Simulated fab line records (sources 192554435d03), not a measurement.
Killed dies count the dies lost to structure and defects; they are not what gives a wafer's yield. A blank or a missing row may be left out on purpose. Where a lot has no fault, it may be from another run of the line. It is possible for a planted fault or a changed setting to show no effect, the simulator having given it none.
Comparing a struck lot with a sound one || flow n5_finfet || 24 steps out of a route of 1938
Sound: the wafers L508.2, L508.3, L508.4. Wafers L509.1, L509.5, L509.6 were the ones struck. The cause comes at the end.
At each step with rows: each side's tool, then ch and its chambers, then its first start. Under that, the readings that differ: sound wafers || struck wafers || difference of the means || sigmas: that difference in standard deviations of wafers without a fault.
alike: readings whose means differ by less than 2 such deviations, and words and numbers that are the same on both sides. not compared: withheld readings, readings that some wafer has no value for, bounds like >300 that may hide the same value, and numbers for which the record gives no deviation and whose values overlap.
Wherever a step has rows on one side only, a row that says differs or no value, or a row with sigmas, the two part there. Numbers that have no deviation but don't overlap get no sigmas and don't part them. Lack of a reading on every wafer of one side parts them only where that side has two or more wafers.

first, 9 steps without rows for these wafers: N5_BEOL_M2_ILD_DEP_00 (deposits SiOC from DEMS/O2, target thk 79 nm, time 15.3 s); N5_BEOL_M2_PECVD_72 (deposits SiO2 from TEOS/O2, target thk 16 nm, time 18 s); N5_BEOL_M2_HM_DEP_02 (deposits TiN, target thk 20 nm); N5_BEOL_M2_COAT_61 (time 60 s, resist thk 60 nm); N5_BEOL_M2_COAT_62 (time 60 s, resist thk 12 nm); N5_BEOL_M2_COAT_73 (time 60 s, resist thk 5 nm); N5_BEOL_M2_COAT_05 (resist thk 30 nm); N5_BEOL_M2_EBR_07; N5_BEOL_M2_SOFTBAKE_06 (time 60 s).
N5_BEOL_M2_EXPOSE_08: exposes mask M2.
  sound on euv_scanner-01 ch 0, day 9 01:42; struck on euv_scanner-01 ch 0, day 9 12:49
{"reading": "exposure_dose_mJ_cm2", "sound": "41.35 41.26 41.32", "struck": "43.22 43.23 43.28", "difference": "+1.93", "sigmas": "+34"}
  alike: mask
then, 2 steps without rows for these wafers: N5_BEOL_M2_PEB_09 (peb time 60 s); N5_BEOL_M2_DEVELOP_10 (develop time 30 s).
N5_BEOL_M2_CD_MEAS_11 targets a cd of 16.79 nm.
  sound on cd_sem-02 ch 0, day 9 01:49; struck on cd_sem-03 ch 0, day 9 12:57
{"reading": "cd_nm (nm)", "sound": "16.85 16.82 16.97", "struck": "17.92 17.55 17.67", "difference": "+0.83", "sigmas": "+4"}
then, 1 step without rows for these wafers: N5_BEOL_M2_DESCUM_16 (chemistry O2, time 7 s).
N5_BEOL_M2_ETCH_74: etches underlayer in N2/H2, target depth 6.5 nm, time 5.2 s.
  sound on rie_diel-03 ch 1,2,3, day 9 01:59; struck on rie_diel-03 ch 0,3, day 9 13:32
{"reading": "model.BEOL_M2.cd_offset_nm (nm)", "sound": "0 0.2 0.2", "struck": "0.8 0.8 1", "difference": "+0.7", "sigmas": ""}
  alike: drypump_motor_current_A, etch_rf_on_time_s, h2_flow_sccm, oes_product_au, rf_vpp_V, showerhead_plenum_p_Torr, throttle_valve_pct
  not compared: rf_hours_counter_h
then, 5 steps without rows for these wafers: N5_BEOL_M2_ETCH_63 (etches SiARC in CF4, target depth 15.6 nm, time 26 s); N5_BEOL_M2_ETCH_64 (etches SOC in N2/H2, target depth 75 nm, overetch 22.5 nm, time 121.9 s); N5_BEOL_M2_STRIP_65 (strips in N2/H2); N5_BEOL_M2_STRIP_75 (strips in N2/H2); N5_BEOL_M2_STRIP_66 (strips in CF4).
N5_BEOL_M2_HM_OPEN_17: chemistry Cl2/BCl3, target TiN, target depth 20 nm, overetch 6 nm.
  sound on rie_metal-03 ch 0,1, day 9 02:13; struck on rie_metal-02 ch 0,1, day 9 13:45
{"reading": "model.BEOL_M2.cd_offset_nm (nm)", "sound": "-0.2 0 0.2", "struck": "0.8 1 1", "difference": "+0.9", "sigmas": ""}
  alike: drypump_motor_current_A, oes_product_au, throttle_valve_pct
  not compared: rf_hours_counter_h
then, 1 step without rows for these wafers: N5_BEOL_M2_STRIP_19 (strips in O2).
N5_BEOL_M4_RC_MEAS_101:
  sound on prober-02 ch 0, day 10 17:31; struck on prober-02 ch 0, day 11 06:46
{"reading": "DIBL_P (mV/V)", "sound": "34.0 35.2 33.4", "struck": "38.7 39.3 38.3", "difference": "+4.6", "sigmas": "+3"}
{"reading": "IOFF_N (nA/um)", "sound": "0.129 0.155 0.131", "struck": "0.190 0.207 0.183", "difference": "+0.055", "sigmas": "+2"}
  alike: DIBL_N, IOFF_P, ION_N, ION_P, SS_N, SS_P, VT_N, VT_P
N5_PASSIVATION_PROBE_49:
  rows exist in the record for the sound wafers here (prober-01, day 14 12:58), none for the struck ones

## WHERE THEY PART
At N5_BEOL_M2_EXPOSE_08 first; at N5_PASSIVATION_PROBE_49 last (within this record only).

WHY: what the simulator had put in
Process parameter drift: euv_scanner-01, from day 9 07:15 on, at N5_BEOL_M2_EXPOSE_08. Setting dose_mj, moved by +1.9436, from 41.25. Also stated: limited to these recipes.
